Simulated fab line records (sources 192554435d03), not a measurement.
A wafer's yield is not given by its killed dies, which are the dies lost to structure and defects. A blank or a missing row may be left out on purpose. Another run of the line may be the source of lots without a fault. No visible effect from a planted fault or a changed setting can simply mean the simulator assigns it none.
Which of the tools did it? | flow n5Finfet | Sampling: 10 lots, 29 wafers, 5 of 1938 route steps

WHAT THE GAUGES SHOWED, per wafer
N5_BEOL_M8_THK_MEAS_01.
lot  | measured     | on           | M8_ILD_THK (nm)
L309 | day 9 17:04  | filmMetro-02 | 157.0 158.5 158.2
L310 | day 9 23:02  | filmMetro-02 | 153.4 158.9 153.6
L313 | day 11 03:31 | filmMetro-01 | 154.8 157.9
L314 | day 11 04:24 | filmMetro-02 | 153.2 156.3 153.6
L318 | day 12 09:11 | filmMetro-02 | 154.0 153.9 157.4
L323 | day 12 21:33 | filmMetro-02 | 154.7 158.7 181.0
L324 | day 13 03:08 | filmMetro-01 | 155.5 157.4 184.6
L329 | day 14 22:26 | filmMetro-01 | 153.5 155.4 156.5
L332 | day 15 07:11 | filmMetro-01 | 153.6 157.6 156.7
L330 | day 15 10:55 | filmMetro-02 | 155.7 153.7 153.7

EACH LOT AND THE TOOL THAT RAN IT (in order: tool; ch and the chambers of the sampled wafers; start)
lot  | N5_BEOL_M7_SURFACE_TREAT_79 | N5_BEOL_M7_CMP_52             | N5_BEOL_M7_DEP_56               | N5_BEOL_M8_ILD_DEP_00
L309 | pvdSputter-02, day 9 14:27  | cmp-02 ch 0,1,2, day 9 15:33  | pecvd-01 ch 0,1, day 9 15:52    | pecvd-03 ch 0,1,2, day 9 16:01
L310 | pvdSputter-03, day 9 21:06  | cmp-02 ch 1,2, day 9 21:57    | pecvd-01 ch 0,1, day 9 22:17    | pecvd-04 ch 0,2, day 9 22:26
L313 | pvdSputter-01, day 11 00:55 | cmp-04 ch 1, day 11 02:27     | pecvd-01 ch 1,2, day 11 02:48   | pecvd-03 ch 1,2, day 11 02:56
L314 | pvdSputter-03, day 11 01:19 | cmp-02 ch 0,2,3, day 11 03:22 | pecvd-02 ch 0,1,2, day 11 03:41 | pecvd-03 ch 0,2, day 11 03:49
L318 | pvdSputter-03, day 12 06:52 | cmp-02 ch 0,1,3, day 12 08:04 | pecvd-02 ch 0,1,2, day 12 08:26 | pecvd-03 ch 1,2, day 12 08:35
L323 | pvdSputter-01, day 12 19:06 | cmp-03 ch 0,2,3, day 12 20:15 | pecvd-04 ch 0,1,2, day 12 20:32 | pecvd-03 ch 0,1, day 12 20:40
L324 | pvdSputter-03, day 13 00:58 | cmp-02 ch 0,2,3, day 13 02:08 | pecvd-04 ch 1,2, day 13 02:25   | pecvd-03 ch 0,2, day 13 02:33
L329 | pvdSputter-01, day 14 20:31 | cmp-02 ch 0,3, day 14 21:23   | pecvd-04 ch 0,1,2, day 14 21:44 | pecvd-04 ch 0,2, day 14 21:52
L332 | pvdSputter-02, day 15 04:25 | cmp-03 ch 0,1,3, day 15 06:09 | pecvd-04 ch 0,1,2, day 15 06:28 | pecvd-02 ch 0,1,2, day 15 06:36
L330 | pvdSputter-02, day 15 08:38 | cmp-03 ch 0,1,3, day 15 09:50 | pecvd-01 ch 0,1,2, day 15 10:12 | pecvd-02 ch 0,1,2, day 15 10:20
- N5_BEOL_M7_SURFACE_TREAT_79
- N5_BEOL_M7_CMP_52: polishes, stops on SiCOH lowk, t overpolish 6.9 s, target thk 80 nm.
- N5_BEOL_M7_DEP_56: deposits SiCN from 3MS/NH3, target thk 10 nm, time 17.5 s.
- N5_BEOL_M8_ILD_DEP_00: deposits SiCOH lowk from DEMS/porogen, target thk 179.75 nm, time 33.4 s.

WHAT THE TOOLS THEMSELVES READ (means of the sampled wafers that have a number; where no wafer has one, the mark that the record gives instead)
N5_BEOL_M7_CMP_52.
lot  | tool   | barrierFieldEndpointS (s) | clearingPlatenDownForcePsi (psi) | headPressurePsi (psi) | motorCurrentA (A) | overpolishRunS (s) | padLifeWafers | timeToEndpointS (s)
L309 | cmp-02 | 30.4                      | 1.503                            | 1.0001                | 5.6               | 6.904              | 1586          | 66
L310 | cmp-02 | 29.4                      | 1.501                            | 1.0004                | 6.2               | 6.905              | 1694          | 64
L313 | cmp-04 | 30.5                      | 1.498                            | 1.0011                | 5.5               | 6.907              | 1344          | 71
L314 | cmp-02 | 29.2                      | 1.498                            | 1.0000                | 5.5               | 6.895              | 1952          | 65
L318 | cmp-02 | 29.7                      | 1.499                            | 1.0016                | 5.3               | 6.890              | 43            | 65
L323 | cmp-03 | 29.5                      | 1.500                            | 0.9990                | 5.4               | 6.900              | 1064          | 64
L324 | cmp-02 | 29.9                      | 1.503                            | 1.0014                | 5.4               | 6.909              | 200           | 66
L329 | cmp-02 | 29.0                      | 1.497                            | 0.9987                | 5.3               | 6.902              | 558           | 63
L332 | cmp-03 | 28.6                      | 1.497                            | 0.9993                | 6.1               | 6.901              | 1526          | 62
L330 | cmp-03 | 29.4                      | 1.503                            | 0.9991                | 6.0               | 6.897              | 1556          | 60

N5_BEOL_M7_DEP_56.
lot  | tool     | showerheadPlenumPTorr (Torr) | showerheadVppV (V) | throttleValvePct (%)
L309 | pecvd-01 | 3.680                        | 918                | 9.0
L310 | pecvd-01 | 3.676                        | 915                | 9.1
L313 | pecvd-01 | 3.649                        | 893                | 8.8
L314 | pecvd-02 | 3.674                        | 859                | 8.9
L318 | pecvd-02 | 3.667                        | 872                | 8.8
L323 | pecvd-04 | 3.659                        | 888                | 8.9
L324 | pecvd-04 | 3.656                        | 899                | 9.0
L329 | pecvd-04 | 3.660                        | 886                | 9.2
L332 | pecvd-04 | 3.662                        | 892                | 8.9
L330 | pecvd-01 | 3.663                        | 903                | 8.7

N5_BEOL_M8_ILD_DEP_00.
lot  | tool     | heaterPowerW (W) | showerheadPlenumPTorr (Torr) | showerheadVppV (V) | throttleValvePct (%)
L309 | pecvd-03 | 317              | 5.750                        | 1448               | 13.2
L310 | pecvd-04 | 252              | 5.732                        | 1409               | 13.5
L313 | pecvd-03 | 350              | 5.755                        | 1403               | 13.8
L314 | pecvd-03 | 391              | 5.748                        | 1411               | 13.0
L318 | pecvd-03 | 399              | 5.756                        | 1389               | 13.5
L323 | pecvd-03 | 242              | 5.743                        | 1484               | 13.7
L324 | pecvd-03 | 302              | 5.761                        | 1462               | 13.0
L329 | pecvd-04 | 290              | 5.736                        | 1386               | 13.8
L332 | pecvd-02 | 383              | 5.741                        | 1365               | 13.4
L330 | pecvd-02 | 344              | 5.740                        | 1351               | 13.4

THE ANSWER, worked out from the rows above alone
Rule: what is usual is taken from the lots themselves. Put in order of their means at a reading, lots are off if they are a third of the lots or fewer, leave a main group of 4 or more, and stand apart from it by a gap of 3 or more times the standard deviation of the main group's means; of several such gaps the widest counts. The tables above print the reading to a certain number of digits; a main group whose means all agree to those digits is not used. Also off: a lot with no number at a reading for which 4 or more lots have one. Where the step has rows for the other lots, those lots are counted as sound. First the gauges in route order, then the tools' own readings, where a lot's mean is used as printed above. The first step at which some lot is off is used, and at that step the reading that is off furthest; a lot without a number counts as furthest.
Off: L323, L324, seen at N5_BEOL_M8_THK_MEAS_01 (M8_ILD_THK). The main group has a mean of 155.6 nm with a standard deviation of 1.1.
If a tool, at a process step before that reading, ran all the lots that are off and no sound lot after the first of them, it fits. Those tools and the gauges at N5_BEOL_M8_THK_MEAS_01 are tried in the same way. One fits: N5_BEOL_M8_ILD_DEP_00 on pecvd-03. Its last sound lot is L318 (day 12 08:35), its first lot that is off L323 (day 12 20:40): a fault that began between those two fits.

WHAT WAS PUT IN BY THE SIMULATOR
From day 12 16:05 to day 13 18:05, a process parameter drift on pecvd-03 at N5_BEOL_M8_ILD_DEP_00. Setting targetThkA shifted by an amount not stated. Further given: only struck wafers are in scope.
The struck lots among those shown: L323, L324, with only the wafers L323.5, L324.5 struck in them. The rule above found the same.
